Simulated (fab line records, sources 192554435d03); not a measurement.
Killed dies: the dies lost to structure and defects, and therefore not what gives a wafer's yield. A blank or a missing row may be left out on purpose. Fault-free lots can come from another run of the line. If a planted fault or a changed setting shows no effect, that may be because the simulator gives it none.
A lot that was struck, set against a sound lot :: flow n5_finfet :: 23 out of 1938 route steps
Sound: wafers L415.2, L415.4, L415.5. Wafers struck: L412.4, L412.5, L412.6. The cause comes at the end.
At each step with rows: each side's tool, then ch and its chambers, then its first start. Under that, the readings that differ: sound wafers :: struck wafers :: difference of the means :: sigmas: that difference in standard deviations of wafers without a fault.
alike: readings with means less than 2 such deviations apart, plus words and numbers identical on both sides. not compared: withheld readings, readings lacking a value on some wafer, bounds such as >300 that could conceal the same value, and numbers that have no deviation in the record and whose values overlap.
A row with sigmas, a row that says differs or no value, or rows on one side alone: a step with any of these is where the two part. When numbers do not overlap yet have no deviation, they are printed without sigmas and do not part them. A reading missing from all wafers of one side parts the sides only when that side holds two or more wafers.

first, 10 steps without rows for these wafers: N5_BEOL_M5_DESCUM_16 (chemistry O2, time 7 s); N5_BEOL_M5_ETCH_72 (etches underlayer in N2/H2, target depth 6.5 nm, time 5.2 s); N5_BEOL_M5_ETCH_61 (etches SiARC in CF4, target depth 15.6 nm, time 26 s); N5_BEOL_M5_ETCH_62 (etches SOC in N2/H2, target depth 75 nm, overetch 15 nm, time 112.5 s); N5_BEOL_M5_STRIP_63 (strips in N2/H2); N5_BEOL_M5_STRIP_73 (strips in N2/H2); N5_BEOL_M5_STRIP_64 (strips in CF4); N5_BEOL_M5_HM_OPEN_17 (chemistry Cl2/BCl3, target TiN, target depth 20 nm, overetch 6 nm); N5_BEOL_M5_STRIP_19 (strips in O2); N5_BEOL_M5_COAT_65 (time 60 s, resist thk 60 nm).
N5_BEOL_M5_COAT_66: time 60 s, resist thk 12 nm.
  sound on litho_track-03 ch 0, day 13 11:31; struck on litho_track-01 ch 0, day 12 14:21
reading: spin_speed_rpm (rpm)
sound: 1499.7 1499.8 1499.7
struck: 1322.4 1321.3 1322.6
difference: -177.6
sigmas: -99 or more

reading: model.SiARC_of_BEOL_M5_COAT_66.thk_nm (nm)
sound: 12 12 12
struck: 12.8 12.8 12.8
difference: +0.8
sigmas: 
then, 9 steps without rows for these wafers: N5_BEOL_M5_COAT_74 (time 60 s, resist thk 5 nm); N5_BEOL_M5_COAT_22 (resist thk 30 nm); N5_BEOL_M5_EBR_24; N5_BEOL_M5_SOFTBAKE_23 (time 60 s); N5_BEOL_M5_EXPOSE_25 (exposes mask V4, defocus 10 nm); N5_BEOL_M5_PEB_26 (peb time 60 s); N5_BEOL_M5_DEVELOP_27 (develop time 30 s); N5_BEOL_M5_DESCUM_33 (chemistry O2, time 7 s); N5_BEOL_M5_ETCH_75 (etches underlayer in N2/H2, target depth 6.5 nm, time 5.2 s).
N5_BEOL_M5_ETCH_67: etches SiARC in CF4, target depth 15.6 nm, time 26 s.
  sound on rie_diel-01 ch 0,2,3, day 13 12:05; struck on rie_diel-02 ch 0,1,2, day 12 15:14
reading: model.etch.depth_nm (nm)
sound: 12.01 12.03 12.04
struck: 12.84 12.88 12.82
difference: +0.82
sigmas: 

reading: model.CAR-EUV_of_BEOL_M5_COAT_22.thk_nm (nm)
sound: 11.2 11.2 11.4
struck: 10.4 10.4 10.4
difference: -0.9
sigmas: 
  alike: drypump_motor_current_A, etch_rf_on_time_s, oes_product_au, rf_vpp_V, showerhead_plenum_p_Torr, throttle_valve_pct
  not compared: rf_hours_counter_h
N5_BEOL_M5_ETCH_68: etches SOC in N2/H2, target depth 80 nm, overetch 16 nm, time 120 s.
  sound on rie_diel-01 ch 0,2,3, day 13 12:07; struck on rie_diel-02 ch 0,1,2, day 12 15:17
  alike: drypump_motor_current_A, oes_product_au, rf_vpp_V, showerhead_plenum_p_Torr, throttle_valve_pct
  not compared: rf_hours_counter_h, model.SiARC_of_BEOL_M5_COAT_66.thk_nm
then, 1 step without rows for these wafers: N5_BEOL_M5_STRIP_69 (strips in N2/H2).

WHERE THEY PART
At N5_BEOL_M5_COAT_66 and nowhere else, as far as this record goes. Later steps at which nothing parts them and some readings are alike: N5_BEOL_M5_ETCH_67, N5_BEOL_M5_ETCH_68.

WHY: whatever the simulator had introduced
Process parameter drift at N5_BEOL_M5_COAT_66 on litho_track-01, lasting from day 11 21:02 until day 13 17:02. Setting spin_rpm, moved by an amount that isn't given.
